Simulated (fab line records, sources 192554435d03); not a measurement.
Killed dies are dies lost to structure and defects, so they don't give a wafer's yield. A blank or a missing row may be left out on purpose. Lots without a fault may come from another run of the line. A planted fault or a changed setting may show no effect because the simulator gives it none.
fab line records | flow n5_finfet
record lots=5 wafers=15 last_day=15
route steps=1938 shown BEOL_M0_SAQP@664 BEOL_M0_CUTY@701 BEOL_M4@1111 PASSIVATION@1936
lots that met no fault: from a run of the same line without faults
start_h: hours from the record's first day to the start of the lot's first wafer shown | wait_h: hours since the lot's step before | " the same as in the row above | L1.1+2: a row that stands for several wafers | - no value, or no start given | * or withheld: withheld | < > ~ a bound
route shown NAME@n: a module of which the file shows steps, and the number in the route of the first | usual: mean/standard deviation of fault-free wafers | same: alike in all rows | chamber/n: place in a boat | sites: the reading at each site | _std_site: their standard deviation | _edge_site: outer sites' mean less inner sites' | radius_mm: how far each site lies from the wafer's centre | mask NAME#n: copy n | behind: the tool/chamber that last shaped the wafer | hold: why the lot was held/for how many hours/how that ended | device: the transistor (n, p or np) that didn't switch | end of line: the same wafers' tests at the end of the route | a step without rows: its recipe alone | killed: dies lost to structure and defects at the first sort, not the wafer's yield | map: a wafer's dies, x killed, . not, _ none there
set.NAME: the setting as run; set.NAME@STEP: as run at that earlier step | model.NAME: the simulator's own value behind a step, which no gauge read
lots at some steps of the route; a table a step, a row a wafer
services: from which hour (start_h, from the record's first day; less than 0 if before it) a tool's chamber was out of use, for how many hours, and why
## steps
# step N5_BEOL_M0_SAQP_SPACER1_ETCHBACK_99
# recipe chemistry=CHF3/O2 mode=anisotropic_etchback target=SiO2 target_depth_a=154 time_s=7.7 pressure_mtorr=30 source_w=650 bias_w=170 Ar_flow_sccm=200 CHF3_flow_sccm=50 O2_flow_sccm=5 ion_energy_ev=200
# step N5_BEOL_M0_SAQP_MANDREL1_REMOVE_100
# recipe chemistry=HBr/Cl2/O2 bt_time_s=10 target=a-Si stop_on=SiNx endpoint=OES-SiCl over_etch_frac=0.85 icp_w=600 bias_w=30 HBr_flow_sccm=150 Cl2_flow_sccm=80 O2_flow_sccm=5 pressure_mtorr=10
# step N5_BEOL_M0_SAQP_ETCH_101
# recipe chemistry=CH3F/O2 target=SiNx mask_material=SiO2 target_depth_a=299 time_s=42.7 pressure_mtorr=30 source_w=395 bias_w=73 Ar_flow_sccm=150 CH3F_flow_sccm=30 O2_flow_sccm=20 ion_energy_ev=120
# step N5_BEOL_M0_SAQP_ETCH_102
# recipe chemistry=CF4 target=SiO2 target_depth_a=40 ion_energy_ev=350 time_s=4.4 pressure_mtorr=10 icp_w=800 bias_w=400 cf4_flow_sccm=80
# step N5_BEOL_M0_SAQP_MANDREL_ETCH_103
# recipe chemistry=HBr/Cl2 target=a-Si target_depth_a=450 bt_time_s=10 stop_on=SiCN mask_material=SiO2 over_etch_frac=0.8 time_s=27 pressure_mtorr=10 icp_w=800 bias_w=75 HBr_flow_sccm=150 Cl2_flow_sccm=80 ends=end_point
# step N5_BEOL_M0_SAQP_RECESS_104
# recipe chemistry=HF/NH3 target=SiO2 target_depth_a=180 afs_cycles=3 temp_c=30 sublimation_temp_c=180 sublimation_time_s=60
# step N5_BEOL_M0_SAQP_COAT_105
# recipe resist=SOC temp_c=250 time_s=60 spin_rpm=1500 resist_thk_nm=100
# step N5_BEOL_M0_SAQP_ETCH_106
# recipe chemistry=N2/H2 target=SOC target_depth_a=1500 stop_on=SiNx ion_energy_ev=100 bias_w=61 pressure_mtorr=30 source_w=850 n2_flow_sccm=200 h2_flow_sccm=200
# step N5_BEOL_M0_SAQP_ETCH_107
# recipe chemistry=CH3F/O2 target=SiNx target_depth_a=300 mask_material=SOC pressure_mtorr=30 source_w=395 bias_w=73 Ar_flow_sccm=150 CH3F_flow_sccm=30 O2_flow_sccm=20 ion_energy_ev=120
# step N5_BEOL_M0_SAQP_STRIP_108
# recipe chemistry=N2/H2 power_w=500 temp_c=40 pressure_mtorr=50 rf_frequency_hz=6e+07 overash_fraction=0.3 bias_power_w=28 h2_frac=0.5 n2_flow_sccm=300 h2_flow_sccm=300
# step N5_BEOL_M0_SAQP_RECESS_109
# recipe chemistry=HF/NH3 target=SiO2 target_depth_a=30 afs_cycles=1 temp_c=30 sublimation_temp_c=180 sublimation_time_s=60
# step N5_BEOL_M0_SAQP_SPACER2_ALD_26
# recipe material=SiO2 target_thk_a=150 temp_c=300 ald_precursor_family=BDEAS ald_co_reactant=O2-plasma pulse_time_s=1 purge_time_s=2 co_reactant_purge_time_s=2 pressure_torr=2
# usual heater_power_w=497/62 precursor_pulse_height_rel=1.000/0.018
# columns lot.wafer tool chamber start_h wait_h heater_power_w precursor_pulse_height_rel
L114.1 ald_sin-02 0 118.61 0.1 599 0.978
L114.2 " 2 " " 526 1.002
L114.5 " 2 " " 509 0.968
L116.1 ald_sin-02 3 128.70 0.1 533 0.991
L116.3 " 0 " " 600 1.015
L116.5 " 1 " " 487 0.998
L117.1 ald_sin-02 3 135.89 0.5 539 1.002
L117.2 " 0 " " 591 1.022
L117.6 " 2 " " 506 1.000
L118.2 ald_sin-02 0 141.45 0.1 589 1.011
L118.4 " 3 " " 542 0.997
L118.6 " 1 " " 496 1.016
L129.2 ald_sin-03 0 210.81 0.1 520 0.970
L129.5 " 0 " " 530 0.968
L129.6 " 1 " " 385 1.015
# step N5_BEOL_M0_SAQP_SPACER2_ETCHBACK_27
# recipe chemistry=CHF3/O2 mode=anisotropic_etchback target=SiO2 target_depth_a=225 time_s=11.25 pressure_mtorr=30 source_w=650 bias_w=170 Ar_flow_sccm=200 CHF3_flow_sccm=50 O2_flow_sccm=5 ion_energy_ev=200
# step N5_BEOL_M0_SAQP_MANDREL2_REMOVE_110
# recipe chemistry=HBr/Cl2/O2 bt_time_s=10 target=a-Si stop_on=SiCN endpoint=OES-SiCl over_etch_frac=1 icp_w=600 bias_w=30 HBr_flow_sccm=150 Cl2_flow_sccm=80 O2_flow_sccm=5 pressure_mtorr=10
# step N5_BEOL_M0_SAQP_COAT_69
# recipe resist=SOC temp_c=250 time_s=60 spin_rpm=1500 resist_thk_nm=90
# step N5_BEOL_M0_SAQP_COAT_72
# recipe resist=SiARC temp_c=220 time_s=60 spin_rpm=1500 resist_thk_nm=15
# step N5_BEOL_M0_SAQP_COAT_87
# recipe resist=underlayer temp_c=205 time_s=60 spin_rpm=1500 resist_thk_nm=5
# step N5_BEOL_M0_SAQP_COAT_34
# recipe resist=CAR-EUV spin_rpm=1500 resist_thk_nm=30
# step N5_BEOL_M0_SAQP_EBR_36
# recipe solvent=PGMEA ebr_width_mm=1.5
# step N5_BEOL_M0_SAQP_SOFTBAKE_35
# recipe temp_c=110 time_s=60 resist=CAR-EUV
# step N5_BEOL_M0_SAQP_EXPOSE_37
# recipe mask_id=M0_CUT1 na=0.33 source_shape=annular sigma_inner=0.35 sigma_outer=0.8 polarization=unpolarized target_cd_nm=30 dose_mj=44.75
# step N5_BEOL_M0_SAQP_PEB_38
# recipe peb_temp_c=100 peb_time_s=60 resist=CAR-EUV
# step N5_BEOL_M0_SAQP_DEVELOP_39
# recipe develop_time_s=30 developer=TMAH resist=CAR-EUV rinse_liquid=surfactant_rinse dry=air_spin dev_temp_c=23
# step N5_BEOL_M0_SAQP_INSPECT_42
# recipe mode=adi inspect_instrument=brightfield
# usual raw_defect_count=281/78
# columns lot.wafer tool chamber start_h wait_h raw_defect_count
L114.1 defect_inspect-01 - 119.89 0.1 370
L114.2 " - " " 241
L114.5 " - " " 314
L116.1 defect_inspect-02 - 130.14 0.1 901
L116.3 " - " " 906
L116.5 " - " " 899
L117.1 defect_inspect-02 - 137.16 0.1 938
L117.2 " - " " 982
L117.6 " - " " 1034
L118.2 defect_inspect-01 - 142.60 0.0 967
L118.4 " - " " 842
L118.6 " - " " 862
L129.2 defect_inspect-01 - 211.95 0.0 238
L129.5 " - " " 298
L129.6 " - " " 253
# step N5_BEOL_M0_SAQP_DESCUM_45
# recipe chemistry=O2 time_s=7 source_power_w=50 bias_power_w=20 pressure_mtorr=20 rf_frequency_hz=2.712e+07 temp_c=40 resist=CAR-EUV o2_flow_sccm=225
# step N5_BEOL_M0_SAQP_ETCH_88
# recipe chemistry=N2/H2 target=underlayer target_depth_a=65 time_s=5.2 ion_energy_ev=200 mask_material=CAR-EUV pressure_mtorr=30 source_w=840 bias_w=150 n2_flow_sccm=200 h2_flow_sccm=200 ends=cleared
# step N5_BEOL_M0_SAQP_ETCH_73
# recipe chemistry=CF4 target=SiARC target_depth_a=195 mask_material=CAR-EUV time_s=32.5 ion_energy_ev=80 pressure_mtorr=40 source_w=545 bias_w=36 Ar_flow_sccm=100 cf4_flow_sccm=100 ends=cleared
# step N5_BEOL_M0_SAQP_CUT_ETCH_46
# recipe chemistry=N2/H2 target=SOC target_depth_a=1350 overetch_a=270 temp_c=40 time_s=202.5 ion_energy_ev=200 mask_material=SiARC pressure_mtorr=30 source_w=840 bias_w=150 n2_flow_sccm=200 h2_flow_sccm=200
# step N5_BEOL_M0_SAQP_STRIP_74
# recipe chemistry=N2/H2 temp_c=40 n2_flow_sccm=200 h2_flow_sccm=200 rf_frequency_hz=6e+07
# step N5_BEOL_M0_SAQP_STRIP_89
# recipe chemistry=N2/H2 temp_c=40 n2_flow_sccm=200 h2_flow_sccm=200 rf_frequency_hz=6e+07
# step N5_BEOL_M0_SAQP_ALD_48
# recipe material=SiO2 target_thk_a=200 temp_c=100 ald_precursor_family=BDEAS ald_co_reactant=O2-plasma pulse_time_s=1 co_reactant_pulse_time_s=1 purge_time_s=2 co_reactant_purge_time_s=2 ald_cycles=139 pressure_torr=2
# step N5_BEOL_M0_SAQP_ETCH_49
# recipe chemistry=CF4/O2 target_depth_a=370 target=SiO2 pressure_mtorr=40 source_w=535 bias_w=49 Ar_flow_sccm=100 cf4_flow_sccm=100 O2_flow_sccm=10 ion_energy_ev=100
# step N5_BEOL_M0_SAQP_STRIP_75
# recipe chemistry=CF4 resist=SiARC power_w=300 bias_power_w=75 pressure_mtorr=50 cf4_flow_sccm=150 rf_frequency_hz=6e+07
# step N5_BEOL_M0_CUTY_COAT_50
# recipe resist=SiARC temp_c=220 time_s=60 spin_rpm=1500 resist_thk_nm=15
# step N5_BEOL_M0_CUTY_COAT_51
# recipe resist=CAR-ArF-block spin_rpm=1500 resist_thk_nm=150
# step N5_BEOL_M0_CUTY_EBR_52
# recipe solvent=PGMEA ebr_width_mm=1.5
# step N5_BEOL_M0_CUTY_SOFTBAKE_53
# recipe temp_c=110 time_s=60 resist=CAR-ArF-block
# step N5_BEOL_M0_CUTY_EXPOSE_54
# recipe mask_id=M0_ABLK na=1.35 source_shape=conventional sigma_outer=0.8 polarization=unpolarized dose_mj=36
# step N5_BEOL_M0_CUTY_INSPECT_59
# recipe mode=adi inspect_instrument=macro
# usual raw_defect_count=2.1/1.4
# columns lot.wafer tool chamber start_h wait_h raw_defect_count
L114.1 defect_inspect-01 - 121.36 0.0 0
L114.2 " - " " 1
L114.5 " - " " 0
L116.1 defect_inspect-01 - 131.41 0.0 >300
L116.3 " - " " >300
L116.5 " - " " >300
L117.1 defect_inspect-02 - 138.43 0.0 >300
L117.2 " - " " >300
L117.6 " - " " >300
L118.2 defect_inspect-01 - 143.99 0.0 >300
L118.4 " - " " >300
L118.6 " - " " >300
L129.2 defect_inspect-01 - 213.46 0.0 1
L129.5 " - " " 4
L129.6 " - " " 3
# step N5_BEOL_M4_RC_MEAS_101
# usual DIBL_N=35.8/1.4 DIBL_P=35.8/1.6 IOFF_N=0.152/0.021 IOFF_P=0.204/0.027 ION_N=672/8.7 ION_P=461/6.2 SS_N=71.5/0.54 SS_P=73.1/0.57 VT_N=250.0/2.5 VT_P=-250.6/2.7
# columns lot.wafer tool chamber start_h wait_h DIBL_N[mV/V] DIBL_P[mV/V] IOFF_N[nA/um] IOFF_P[nA/um] ION_N[uA/um] ION_P[uA/um] SS_N[mV/dec] SS_P[mV/dec] VT_N[mV] VT_P[mV]
L114.1 prober-01 0 192.13 0.0 34.2 35.6 0.135 0.169 677 459 71.9 72.5 252.0 -255.8
L114.2 " 0 " " 35.6 37.6 0.158 0.192 685 463 72.7 73.5 250.6 -253.6
L114.5 " 0 " " 33.8 35.6 0.136 0.170 679 455 72.4 72.4 251.7 -253.4
L116.1 prober-01 0 198.42 0.0 38.4 36.1 0.174 0.258 688 475 71.2 73.6 246.6 -247.0
L116.3 " 0 " " 38.6 36.0 0.176 0.247 694 477 71.5 73.2 250.5 -247.0
L116.5 " 0 " " 37.8 35.3 0.165 0.242 689 472 72.0 73.5 246.7 -247.8
L117.1 prober-02 0 198.87 0.0 37.8 39.8 0.215 0.286 680 470 71.7 74.0 243.1 -245.3
L117.2 " 0 " " 34.1 34.8 0.129 0.189 671 468 70.6 72.2 249.4 -250.8
L117.6 " 0 " " 36.0 36.2 0.151 0.215 674 463 70.9 72.2 250.3 -248.8
L118.2 prober-01 0 207.64 0.2 37.5 39.9 0.183 0.255 678 469 72.1 74.3 251.1 -249.8
L118.4 " 0 " " 36.0 36.9 0.151 0.204 676 458 71.3 72.3 251.3 -253.3
L118.6 " 0 " " 35.9 37.8 0.158 0.212 674 466 70.8 72.8 251.1 -249.1
L129.2 prober-02 0 269.78 0.2 33.7 33.9 0.118 0.161 656 452 71.0 72.4 253.8 -254.8
L129.5 " 0 " " 33.9 34.6 0.120 0.166 658 452 71.0 72.8 253.3 -254.3
L129.6 " 0 " " 35.3 35.7 0.142 0.190 663 455 71.5 72.5 249.9 -252.3
# step N5_PASSIVATION_PROBE_49
# usual defect_limited_yield=91.6/1.4 killed_at_M0_to_M3=33/9.7 killed_at_M4_up=13/5.4 killed_at_contacts=13/6.6 killed_at_front_end=36/11 killed_at_other=3.9/3 killed_dies=99/16 killed_open=66/12 killed_short=32/7.9 sort_bin_5_function=4.9/0.9 sort_bin_6_memory=3.2/0.67 sort_n_pass=1081/16 sort_yield_pct=91.6/1.4
# same gross_dies=1180 killed_at_back_side=0 sort_bin_4_leakage[%]=0 sort_bin_8_speed[%]=0
# columns lot.wafer tool chamber start_h wait_h defect_limited_yield[%] killed_at_M0_to_M3 killed_at_M4_up killed_at_contacts killed_at_front_end killed_at_other killed_dies killed_open killed_short sort_bin_5_function[%] sort_bin_6_memory[%] sort_n_pass sort_yield_pct[%]
L116.1 prober-02 - 308.08 0.0 85.7 120 8 10 31 0 169 53 21 7.5 3.9 1011 85.7
L116.3 prober-02 - 308.18 0.1 79.3 159 19 26 32 8 244 86 33 13.5 4.5 936 79.3
L116.5 prober-02 - 308.28 0.2 78.4 176 8 19 46 6 255 74 47 12.5 6.1 925 78.4
L117.1 prober-01 - 309.10 0.4 86.3 129 10 3 20 0 162 43 28 8.9 2.1 1018 86.3
L117.2 prober-01 - 309.15 0.5 81.1 168 14 5 35 1 223 57 32 11.5 4.6 957 81.1
L117.6 prober-01 - 309.35 0.7 80.8 147 9 12 50 8 226 64 42 11.1 4.7 954 80.8
L118.2 prober-02 - 313.93 0.1 84.4 150 8 8 18 0 184 41 18 10.6 2.4 996 84.4
L118.4 prober-02 - 314.03 0.2 85.4 114 13 12 32 1 172 59 23 9.7 3.1 1008 85.4
L118.6 prober-02 - 314.13 0.3 82.1 166 8 14 22 1 211 54 19 11.0 4.1 969 82.1
# killed by level:class
L116.1 BEOL_M0_SAQP:unspecified=94 MOL_CONTACT_COAG:geometric_particle:open=9 BEOL_M3:geometric_particle:open=8 STI_FIN_REVEAL:geometric_particle:open=7 BEOL_M0_SAQP:geometric_particle:open=7 FIN_SAQP:geometric_particle:open=5 GATE_CUT:geometric_particle:short=4 GATE_CUT:geometric_particle:open=4
L116.3 BEOL_M0_SAQP:unspecified=124 MOL_CONTACT_COAG:geometric_particle:open=17 BEOL_M3:geometric_particle:open=17 MOL_CONTACT_COAG:geometric_particle:short=9 BEOL_M4:geometric_particle:open=9 BEOL_M2:geometric_particle:open=8 STI_FIN_REVEAL:geometric_particle:open=6 FIN_SAQP:geometric_particle:open=5
L116.5 BEOL_M0_SAQP:unspecified=134 MOL_CONTACT_COAG:geometric_particle:open=11 BEOL_M0_SAQP:geometric_particle:open=10 BEOL_M2:geometric_particle:open=10 STI_FIN_REVEAL:geometric_particle:open=8 MOL_CONTACT_COAG:geometric_particle:short=8 BEOL_M3:geometric_particle:open=8 BEOL_M0_SAQP:geometric_particle:short=8
L117.1 BEOL_M0_SAQP:unspecified=89 BEOL_M1:geometric_particle:open=9 BEOL_M3:geometric_particle:open=8 BEOL_M1:geometric_particle:short=6 STI_FIN_REVEAL:geometric_particle:open=5 BEOL_M0:geometric_particle:open=5 FIN_SAQP:geometric_particle:open=4 BEOL_M0_SAQP:geometric_particle:short=4
L117.2 BEOL_M0_SAQP:unspecified=131 FIN_SAQP:geometric_particle:open=9 FIN_SAQP:geometric_particle:short=9 BEOL_M1:geometric_particle:open=9 BEOL_M3:geometric_particle:open=8 BEOL_M0_SAQP:geometric_particle:open=6 MOL_CONTACT_COAG:geometric_particle:open=5 BEOL_M0_SAQP:geometric_particle:short=4
L117.6 BEOL_M0_SAQP:unspecified=119 STI_FIN_REVEAL:geometric_particle:open=14 MOL_CONTACT_COAG:geometric_particle:open=11 BEOL_M0_SAQP:geometric_particle:short=11 FIN_SAQP:geometric_particle:open=9 FIN_SAQP:geometric_particle:short=8 STARTING-WAFER:geometric_particle:open=6 BEOL_M0_SAQP:geometric_particle:open=5
L118.2 BEOL_M0_SAQP:unspecified=124 MOL_CONTACT_COAG:geometric_particle:open=6 BEOL_M2:geometric_particle:open=6 FIN_SAQP:geometric_particle:open=5 BEOL_M0_SAQP:geometric_particle:short=5 BEOL_M0_SAQP:geometric_particle:open=5 FIN_SAQP:geometric_particle:short=4 BEOL_M3:geometric_particle:open=4
L118.4 BEOL_M0_SAQP:unspecified=90 MOL_CONTACT_COAG:geometric_particle:open=10 STI_FIN_REVEAL:geometric_particle:open=8 BEOL_M3:geometric_particle:open=7 BEOL_M2:geometric_particle:open=6 STARTING-WAFER:geometric_particle:open=6 DUMMY_GATE:geometric_particle:open=4 BEOL_M0_SAQP:geometric_particle:short=4
L118.6 BEOL_M0_SAQP:unspecified=137 MOL_CONTACT_COAG:geometric_particle:open=11 BEOL_M2:geometric_particle:open=10 FIN_SAQP:geometric_particle:open=6 STI_FIN_REVEAL:geometric_particle:open=5 BEOL_M3:geometric_particle:open=5 BEOL_M0:geometric_particle:open=4 SDB:geometric_particle:open=3
# map L116.5 (x killed, . not)
_________________....xx......________________
______________.......x...x..x..._____________
___________.x....x.................__________
__________...........x.............._________
________.x...x.x......x..............._______
_______.....................x...x.x....______
______.......x.........x..x......x..x..._____
_____......x.xx.x..............x...x.....____
____...x......x..........xx....xx...x.x...___
___.x..x.x.xxxx...xx.......x.x..x........x.__
___..x.xxxxx.xxx..x.x....x.x...............__
__...x..xxxxxxxxxx..x.....x.........x......._
__...x.xxxxxxxxxxxxx.x..............x......._
_...x.xxxxxxxxxxxxx.........xx.x.............
_.....xxxxxxxxxxxx.xxx......x...............x
_....xxxxxxxxxxxxxxx.x.........x...........x.
_xx....xxxxxxxxxxxx.............x............
_x...xxxxxxxxxxxxxx...........xx.......x.....
_.x...x.xxxxxxxxxxx.x.....x....x............x
_.......x.xx.xxx.....x......x................
_....x.xx..xx.x..x...........................
__...........x............x..............x.._
__..................x...x..................._
___..............x..x.....x..........x.....__
___....x.x.........x...x..x....x.......x...__
____.............x.......x........x.......___
_____..xx...x.............x..............____
______..x................x.x............_____
_______.x.....x......x......x.......xx.______
________x..x..........x.....x.x....xx._______
__________.....x...............x...._________
___________........x...x....x......__________
______________...x.......xx....._____________
_________________..x.........________________
# map L117.6 (x killed, . not)
_________________.......x....________________
______________.................._____________
___________...........x.x..x......x__________
__________................x........._________
________x..........................x.._______
_______x....................xx.........______
______...x.x...............xx..........._____
_____.x.....xx...x....x............x.....____
____.......x.......x..xx..................___
___.....x...xx............x.......x....x...__
___..x...x...............x............x....__
__.........................................._
__.....x.x.......x...................x......_
_...x....................x...x.........x.....
_.................x.......x..............x.x.
_......x..................xx.....x.....x....x
_..........x..x.........x........x...........
_...................x......................x.
_..x............xxx........x.x.x...xx........
_.............x...x...................x......
_.................x...................x...x..
__......x...xxx.x..x.x............xx......x._
__....x.......xx.....xx.x..................._
___...x...xxxxxxx.x.................x......__
___......xxxxxxxxxxxxx.....................__
____..x...xxxxxxxxxxxx.....x...........x..___
_____....xxxxxxxxxxxx.x.x..x...x....x....____
______.xxxxxxxxxxxxxxx.....x............_____
_______.x.xxxxxxxxxxxx..xx..........x..______
________xxxxxxxxxxxxxxx.......x.....x._______
__________xxxxxxxxxxxx.............._________
___________xxxxxxxxxxx.....xx.....x__________
______________xxxxx............._____________
_________________.......x....________________
## services
# columns tool chamber start_h hours kind
ald_sin-02 - 174.67 1.0 repair
## key
first_sign step=N5_BEOL_M0_SAQP_INSPECT_42 reading=raw_defect_count direction=up sigmas=8.2 usual=281 struck=926
effect step=N5_BEOL_M0_CUTY_INSPECT_59 reading=raw_defect_count direction=up sigmas=99+ usual=2.1 struck=>300
effect step=N5_PASSIVATION_PROBE_49 reading=killed_at_M0_to_M3 direction=up sigmas=12 usual=33 struck=148
more_kills_born_at N5_BEOL_M0_SAQP_SPACER2_ALD_26@ald_sin-02=1042
met_at N5_BEOL_M0_SAQP_SPACER2_ALD_26
struck_wafers L116.1,L116.3,L116.5,L117.1,L117.2,L117.6,L118.2,L118.4,L118.6
onset_between 118.61 128.70
fault kind=chamber_particle_source tool=ald_sin-02 chamber=- onset_h=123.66 steps=N5_BEOL_M0_SAQP_SPACER2_ALD_26 rate_per_visit_cm2=1.0301 end_h=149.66
